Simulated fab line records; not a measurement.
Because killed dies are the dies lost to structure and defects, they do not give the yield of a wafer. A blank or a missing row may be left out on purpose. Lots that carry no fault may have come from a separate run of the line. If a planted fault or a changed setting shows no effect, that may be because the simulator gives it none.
A struck lot beside a sound one || flow nand harc || 43 out of 1302 route steps
Sound: wafers L823.3, L823.4, L823.5. Struck: wafers L832.1, L832.3 (left out: L832.6, a lot-mate that was not struck); the cause follows at the end.
Order at every step that has rows: each side's tool, ch and its chambers, its first start. Under that, the readings that differ: sound wafers || struck wafers || difference of the means || sigmas: that difference in standard deviations of wafers without a fault.
alike: readings whose means differ by less than 2 such deviations, and words and numbers that are the same on both sides. not compared: withheld readings, readings that some wafer has no value for, bounds like >300 that may hide the same value, and numbers for which the record gives no deviation and whose values overlap.
A row with sigmas, a row that says differs or no value, or rows on one side alone: a step with any of these is where the two part. Non-overlapping numbers with no deviation appear without sigmas and do not part them. Lack of a reading on every wafer of one side parts them only where that side has two or more wafers.

first, 1 step without rows for these wafers: NHARC_A_CONTACT_DEVELOP_41 (develop time 35 s).
NHARC_A_CONTACT_CD_MEAS_42: target cd 300 nm.
  sound on cd sem-03 ch 0, day 22 05:11; struck on cd sem-02 ch 0, day 26 06:47
  alike: cd nm
NHARC_A_CONTACT_OVL_MEAS_43:
  sound on overlay-02, day 22 05:16; struck on overlay-02, day 26 06:52
{"reading": "overlay y nm (nm)", "sound": "-1.0 -1.0 -1.0", "struck": "1.1 0.8", "difference": "+2.0", "sigmas": "+2"}
  alike: overlay x nm
NHARC_A_CONTACT_INSPECT_44:
  sound on defect inspect-01, day 22 05:18; struck on defect inspect-02, day 26 06:54
  alike: raw defect count
then, 8 steps without rows for these wafers: NHARC_A_CONTACT_DESCUM_47 (chemistry O2, time 3 s); NHARC_A_CONTACT_ETCH_48 (etches the open film in CF4, target depth 39 nm, time 65 s); NHARC_A_CONTACT_ETCH_49 (etches the open film in N2/H2, target depth 260 nm, time 475.3 s); NHARC_A_CONTACT_ETCH_50 (etches the open film in CF4/CHF3, target depth 121 nm, time 60.5 s); NHARC_A_CONTACT_ETCH_51 (etches the open film in O2/COS, target depth 7000 nm, time 1820 s); NHARC_A_CONTACT_ETCH_111 (etches the open film in C4F8/O2/Ar, time 140 s, target depth 700 nm); NHARC_A_CONTACT_ETCH_112 (etches the open film in C4F8/O2/Ar, time 190 s, target depth 1850 nm); NHARC_A_CONTACT_ETCH_113 (etches the open film in C4F8/O2/Ar, time 190 s, target depth 1850 nm).
NHARC_A_CONTACT_ETCH_114: etches the open film in C4F8/O2/Ar, time 190 s, target depth 1850 nm.
  sound on har cap etch-02 ch 0,1, day 22 08:28; struck on har cap etch-02 ch 0, day 26 09:20
  alike: chamber pressure mTorr
  not compared: rf hours counter h
then, 2 steps without rows for these wafers: NHARC_A_CONTACT_ETCH_115 (etches the open film in C4F8/O2/Ar, time 190 s, target depth 1850 nm); NHARC_A_CONTACT_ETCH_116 (etches the open film in C4F8/O2/Ar, time 190 s, target depth 1850 nm).
NHARC_A_CONTACT_ETCH_117: etches the open film in C4F8/O2/Ar, time 190 s, target depth 1850 nm.
  sound on har cap etch-02 ch 0,1, day 22 08:59; struck on har cap etch-02 ch 0, day 26 09:52
  alike: chamber pressure mTorr
  not compared: rf hours counter h
NHARC_A_CONTACT_ETCH_118: etches the open film in C4F8/O2/Ar, time 190 s, target depth 1850 nm.
  sound on har cap etch-02 ch 0,1, day 22 09:10; struck on har cap etch-02 ch 0, day 26 10:02
  alike: chamber pressure mTorr
  not compared: rf hours counter h
then, 1 step without rows for these wafers: NHARC_A_CONTACT_ETCH_119 (etches the open film in C4F8/O2/Ar, time 190 s, target depth 1850 nm).
NHARC_A_CONTACT_ETCH_120: etches the open film in C4F8/O2/Ar, time 190 s, target depth 1850 nm.
  sound on har cap etch-02 ch 0,1, day 22 09:30; struck on har cap etch-02 ch 0, day 26 10:23
  alike: chamber pressure mTorr
  not compared: rf hours counter h
then, 3 steps without rows for these wafers: NHARC_A_CONTACT_ETCH_121 (etches the open film in C4F8/O2/Ar, time 190 s, target depth 1850 nm); NHARC_A_CONTACT_ETCH_122 (etches the open film in C4F8/O2/Ar, time 190 s, target depth 1850 nm); NHARC_A_CONTACT_ETCH_123 (etches the open film in C4F8/O2/Ar, time 490 s, target depth 2110 nm).
NHARC_A_CONTACT_ETCH_90: etches the open film in CH3F/O2, target depth 40 nm, time 85.7 s.
  sound on rie diel-10 ch 0,2,3, day 22 10:57; struck on rie diel-10 ch 1,3, day 26 11:52
{"reading": "oes product au (a.u.)", "sound": "0.93 0.93 0.91", "struck": "1.00 1.00", "difference": "+0.08", "sigmas": "+2"}
  alike: chamber pressure mTorr, drypump motor current A, o2 flow sccm, rf vpp V, showerhead plenum p Torr, throttle valve pct
  not compared: rf hours counter h
then, 1 step without rows for these wafers: NHARC_A_CONTACT_ETCH_96 (etches the open film in C4F6/O2, target depth 20 nm, time 10 s).
NHARC_A_CONTACT_CD_MEAS_53:
  sound on cd sem-02, day 22 11:10; struck on cd sem-03, day 26 12:04
{"reading": "cd nm (nm)", "sound": "287.3 286.5 286.6", "struck": "289.8 289.5", "difference": "+2.8", "sigmas": "+3"}
then, 3 steps without rows for these wafers: NHARC_A_CONTACT_STRIP_99 (strips in N2/H2); NHARC_A_CONTACT_STRIP_100 (strips in CF4/CHF3); NHARC_A_CONTACT_STRIP_101 (strips in O2/COS).
NHARC_A_CONTACT_ETCH_102: etches the open film in CF4/O2, target depth 100 nm, overetch 10 nm, time 55 s.
  sound on rie diel-10 ch 1,2, day 22 11:27; struck on rie diel-10 ch 0,1, day 26 12:22
  alike: chamber pressure mTorr, drypump motor current A, o2 flow sccm, oes product au, rf vpp V, showerhead plenum p Torr, throttle valve pct
  not compared: rf hours counter h
then, 13 steps without rows for these wafers: NHARC_A_CONTACT_STRIP_55 (strips in O2); NHARC_A_CONTACT_STRIP_56 (strips in post etch residue remover, time 600 s); NHARC_A_CONTACT_DEP_57 (deposits aC, target thk 5300 nm); NHARC_A_CONTACT_DEP_58 (deposits SiON, target thk 90 nm); NHARC_A_CONTACT_DEHYDRATE_59 (time 120 s); NHARC_A_CONTACT_HMDS_60 (time 30 s); NHARC_A_CONTACT_COAT_61 (time 75 s); NHARC_A_CONTACT_COAT_62 (time 65 s); NHARC_A_CONTACT_COAT_63 (resist thk 90 nm); NHARC_A_CONTACT_SOFTBAKE_64 (time 55 s); NHARC_A_CONTACT_EBR_65; NHARC_A_CONTACT_EXPOSE_66 (exposes mask A CC 2); NHARC_A_CONTACT_PEB_67 (peb time 65 s).
-- break in the record here, with 3 days between the starts of the struck wafers on either side (left off in module A_CONTACT, picked up again in module END, where the first step shown is number 1302 on the route) --
NHARC_END_SORT_01:
  at this point the record logs the struck wafers (prober-02 ch 0, day 29 11:33) and has no rows for the sound ones

WHERE THEY PART
At NHARC_A_CONTACT_OVL_MEAS_43 first; at NHARC_END_SORT_01 last (within this record only).

WHY: what the simulator had put in
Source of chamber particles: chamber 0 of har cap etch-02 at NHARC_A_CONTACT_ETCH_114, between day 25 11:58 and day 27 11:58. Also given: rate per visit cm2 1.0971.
